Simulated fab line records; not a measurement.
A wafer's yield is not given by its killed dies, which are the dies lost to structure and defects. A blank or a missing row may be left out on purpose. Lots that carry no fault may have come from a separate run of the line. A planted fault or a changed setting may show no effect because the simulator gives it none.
Chamber matching / flow n5_finfet / N5_PASSIVATION_PECVD_00 on pecvd-02: 3 sister chambers
The step deposits SiO2 from SiH4/N2O, target thk 200 nm, time 11.2 s. 3 wafers are shown with their chamber, then 12 later ones without.

== WAFERS WITH THEIR CHAMBER ==
wafer=L086.1; chamber=2; throttle_valve_pct (%)=54
wafer=L086.2; chamber=1; throttle_valve_pct (%)=53
wafer=L086.5; chamber=0; throttle_valve_pct (%)=59

== WAFERS WHOSE CHAMBER IS MISSING ==
wafer=L089.2; throttle_valve_pct (%)=52
wafer=L089.5; throttle_valve_pct (%)=59
wafer=L089.6; throttle_valve_pct (%)=54
wafer=L092.2; throttle_valve_pct (%)=59
wafer=L092.3; throttle_valve_pct (%)=54
wafer=L092.5; throttle_valve_pct (%)=53
wafer=L094.1; throttle_valve_pct (%)=55
wafer=L094.2; throttle_valve_pct (%)=52
wafer=L094.3; throttle_valve_pct (%)=59
wafer=L094.4; throttle_valve_pct (%)=59
wafer=L094.5; throttle_valve_pct (%)=53
wafer=L094.6; throttle_valve_pct (%)=54

== THE CHAMBER EACH PASSED THROUGH ==
wafer=L089.2; from the rows above=1; in truth=1
wafer=L089.5; from the rows above=0; in truth=0
wafer=L089.6; from the rows above=2; in truth=2
wafer=L092.2; from the rows above=0; in truth=0
wafer=L092.3; from the rows above=2; in truth=2
wafer=L092.5; from the rows above=1; in truth=1
wafer=L094.1; from the rows above=2; in truth=2
wafer=L094.2; from the rows above=1; in truth=1
wafer=L094.3; from the rows above=0; in truth=0
wafer=L094.4; from the rows above=0; in truth=0
wafer=L094.5; from the rows above=1; in truth=1
wafer=L094.6; from the rows above=2; in truth=2
12 of 12 placed correctly. Number that these rows cannot place: 0. Wrongly placed: 0.
How it was worked out, from the rows above alone: a wafer's distance from a chamber is the root of the sum, over the readings, of the square of ((its reading less the chamber's mean) divided by the reading's scatter). If the next closest chamber is less than 2 further off than the closest, the wafer can't be placed; otherwise it belongs to the closest. For every chamber, the mean is computed from those of its wafers that are shown. The scatter: with one shown wafer a chamber, the root of the mean of the squares of how far each hidden wafer lies from its nearest shown one.
